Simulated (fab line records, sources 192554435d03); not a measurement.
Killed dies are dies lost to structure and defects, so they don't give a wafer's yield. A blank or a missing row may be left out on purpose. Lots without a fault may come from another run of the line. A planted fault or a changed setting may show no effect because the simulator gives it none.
Split-lot experiment | flow n5_finfet | 7 lots, 21 wafers read, on a route of 1938 steps

THE SPLIT
At N5_BEOL_M7_ILD_DEP_00 (deposits SiCOH lowk from DEMS/porogen, target thk 179.75 nm, time 33.4 s), the setting time_s was moved away from the recipe's 33.4 s on 12 of the 21 wafers read, by -12.6% to +13.9%. The other wafers ran this setting at the recipe's value.

FROM THE SPLIT TO THE READING: what the file shows between them, 1 step
- N5_BEOL_M7_CURE_74: cures SiCOH lowk, time 240 s

THE READING
M7_ILD_THK, in nm, at N5_BEOL_M7_THK_MEAS_01. Fault-free wafers of this fab line usually give 154.6 nm, standard deviation 2 nm.

wafer  | tool, chamber at the split | time_s as run, s | against the recipe | M7_ILD_THK, nm | against lot-mates on the recipe
L074.1 | pecvd-04, 1                | 35.98            | +7.7%              | 165.6          | +7.8
L074.3 | pecvd-04, 0                | 33.4             | recipe             | 157.8          | -
L074.4 | pecvd-04, 1                | 35.98            | +7.7%              | 167.2          | +9.4
L081.4 | pecvd-04, 0                | 33.4             | recipe             | 156.4          | -
L081.5 | pecvd-04, 1                | 33.4             | recipe             | 155.4          | -
L081.6 | pecvd-04, 2                | 31.57            | -5.5%              | 147.9          | -8.0
L084.1 | pecvd-02, 1                | 38.03            | +13.9%             | 171.8          | +21.0
L084.2 | pecvd-02, 2                | 33.4             | recipe             | 150.8          | -
L084.6 | pecvd-02, 0                | 38.03            | +13.9%             | 174.0          | +23.2
L086.3 | pecvd-02, 2                | 29.19            | -12.6%             | 136.1          | no lot-mate on the recipe
L086.4 | pecvd-02, 2                | 29.19            | -12.6%             | 136.5          | no lot-mate on the recipe
L086.5 | pecvd-02, 0                | 29.19            | -12.6%             | 136.9          | no lot-mate on the recipe
L089.2 | pecvd-04, 2                | 37.83            | +13.3%             | 173.4          | +19.4
L089.3 | pecvd-04, 2                | 37.83            | +13.3%             | 176.9          | +22.9
L089.6 | pecvd-04, 2                | 33.4             | recipe             | 154.0          | -
L090.2 | pecvd-02, 1                | 33.4             | recipe             | 152.7          | -
L090.3 | pecvd-02, 0                | 33.4             | recipe             | 152.5          | -
L090.5 | pecvd-02, 1                | 33.4             | recipe             | 156.3          | -
L091.3 | pecvd-03, 2                | 33.4             | recipe             | 154.5          | -
L091.4 | pecvd-03, 0                | 35.4             | +6.0%              | 166.9          | +12.4
L091.6 | pecvd-03, 2                | 35.4             | +6.0%              | 168.3          | +13.8

THE FIT
A straight line over all 21 wafers: M7_ILD_THK changes by +1.46 nm for each +1% of time_s; r = +0.98; the points scatter about the line by 2.2 nm.
The same after taking each lot's own level away (the mean of its wafers on the recipe; 18 wafers): +1.56 nm for each +1%; r = +0.98; scatter 2.1 nm.
On that fit, the largest move of time_s shifts the reading by 22 nm.
The lots' own levels span 150.80 to 157.80 nm, that is 3.5 times the standard deviation above.
So the lot-to-lot level changes the slope little: the two slopes agree.
Check: with one of the wafers moved furthest among these (+13.9%) left out of the fit, the line predicts +22 nm for it against its lot-mates. It came out at +21 nm against them.

OTHER SPLITS ON THESE WAFERS
These wafers also went through other splits before the reading. Each is held against what the fit with the lots' levels taken away leaves over:
other split on the same wafers   | wafers away from the commonest value | r with M7_ILD_THK (lot level and that fit taken away)
N5_BEOL_M5_TRENCH_ETCH_37 time_s | 7                                    | +0.31
N5_BEOL_M6_ETCH_62 time_s        | 5                                    | -0.04
N5_BEOL_M6_EXPOSE_25 dose_mj     | 8                                    | -0.41

THE WHOLE CHAIN: every reading that the file lists as answering this split, in the file's order
step                   | what it does                                                             | reading                                                                                  | change (the file's fit)              | r (the file's)
N5_BEOL_M7_ILD_DEP_00  | deposits SiCOH lowk from DEMS/porogen, target thk 179.75 nm, time 33.4 s | SiCOH_lowk_of_BEOL_M7_ILD_DEP_00.thk_nm (the simulator's own value, which no gauge read) | +1.79 nm for each +1% of the setting | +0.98
N5_BEOL_M7_CURE_74     | cures SiCOH lowk, time 240 s                                             | SiCOH_lowk_of_BEOL_M7_ILD_DEP_00.thk_nm (the simulator's own value, which no gauge read) | +1.56 nm for each +1% of the setting | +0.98
N5_BEOL_M7_THK_MEAS_01 |                                                                          | M7_ILD_THK                                                                               | +1.57 for each +1% of the setting    | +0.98

THE FILE'S OWN FIT
M7_ILD_THK changes by +1.57 nm for each +1% of time_s, r = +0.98.
